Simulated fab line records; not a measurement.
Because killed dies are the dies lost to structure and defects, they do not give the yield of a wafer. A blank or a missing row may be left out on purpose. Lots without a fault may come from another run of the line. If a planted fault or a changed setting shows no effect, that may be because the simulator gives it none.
A struck lot beside a sound one / flow nand harc / 13 steps out of a route of 1159
Sound: these wafers, L391.1, L391.3, L391.5. Struck: wafer L402.3 (left out: L402.6, a lot-mate that was not struck); the cause follows at the end.
Each step with rows lists, per side, the tool, then ch with its chambers, then its first start. Under that, the readings that differ: sound wafers / struck wafers / difference of the means / sigmas: that difference in standard deviations of wafers without a fault.
alike: same words and numbers on both sides, and readings whose means sit less than 2 such deviations apart. not compared: any withheld reading, any reading some wafer has no value for, any bound like >300 that may hide the same value, and any number with overlapping values for which the record gives no deviation.
The two part at a step that has a row with sigmas, a row that says differs or no value, or rows on one side only. Non-overlapping numbers with no deviation appear without sigmas and do not part them. A reading missing from all wafers of one side parts the sides only when that side holds two or more wafers.

first, 1 step without rows for these wafers: NHARC_A_STAIRCASE_TRIM_224 (chemistry O2, time 211.2 s).
NHARC_A_STAIRCASE_ETCH_225: etches the open film in C4F8/O2, target depth 100 nm, time 40.5 s.
  sound: rie diel-08 ch 0,2,3; struck: rie diel-07 ch 3
  alike: oes product au, rf vpp V, run length s
  not compared: rf hours counter h
NHARC_A_STAIRCASE_TRIM_226: chemistry O2, time 211.2 s.
  sound: rie diel-08 ch 0,2; struck: rie diel-07 ch 1
reading=drypump motor current A (A); sound=5.9 6.3 6.0; struck=4.7; difference=-1.4; sigmas=-2
  alike: oes product au, rf vpp V, showerhead plenum p Torr, throttle valve pct
  not compared: rf hours counter h
then, 2 steps without rows for these wafers: NHARC_A_STAIRCASE_ETCH_227 (etches the open film in C4F8/O2, target depth 100 nm, time 40.5 s); NHARC_A_STAIRCASE_TRIM_229 (chemistry O2, time 211.2 s).
NHARC_A_STAIRCASE_ETCH_230: etches the open film in C4F8/O2, target depth 100 nm, time 40.5 s.
  sound: rie diel-02 ch 1,3; struck: rie diel-08 ch 1
  alike: oes product au, rf vpp V, run length s
  not compared: rf hours counter h
then, 3 steps without rows for these wafers: NHARC_A_STAIRCASE_TRIM_231 (chemistry O2, time 211.2 s); NHARC_A_STAIRCASE_ETCH_232 (etches the open film in C4F8/O2, target depth 100 nm, time 40.5 s); NHARC_A_STAIRCASE_TRIM_233 (chemistry O2, time 211.2 s).
NHARC_A_STAIRCASE_ETCH_234: etches the open film in C4F8/O2, target depth 100 nm, time 40.5 s.
  sound: rie diel-02 ch 0,1,2; struck: rie diel-08 ch 3
  alike: oes product au, rf vpp V, run length s
  not compared: rf hours counter h
NHARC_A_STAIRCASE_TRIM_235: chemistry O2, time 211.2 s.
  sound: rie diel-02 ch 0,1,2; struck: rie diel-08 ch 0
  alike: drypump motor current A, oes product au, rf vpp V, showerhead plenum p Torr, throttle valve pct
  not compared: rf hours counter h
NHARC_A_STAIRCASE_ETCH_236: etches the open film in C4F8/O2, target depth 100 nm, time 40.5 s.
  sound on rie diel-02 ch 0,2, day 12 14:31; struck on rie diel-08 ch 3, day 15 04:20
reading=run length s (s); sound=61.4 62.1 61.3; struck=74.1; difference=+12.5; sigmas=+30
  alike: oes product au, rf vpp V
  not compared: rf hours counter h
-- jump in the record: it breaks off in module A_STAIRCASE and resumes in module END (first step shown: number 1159 of the route), and 8 days separate the struck wafers' starts before and after --
NHARC_END_SORT_01:
  the record has rows for the struck wafers here (prober-02 ch 0, day 22 22:49) and none for the sound ones

## WHERE THEY PART
First at NHARC_A_STAIRCASE_TRIM_226; last, within this record, at NHARC_END_SORT_01.

WHY: what had been put in by the simulator
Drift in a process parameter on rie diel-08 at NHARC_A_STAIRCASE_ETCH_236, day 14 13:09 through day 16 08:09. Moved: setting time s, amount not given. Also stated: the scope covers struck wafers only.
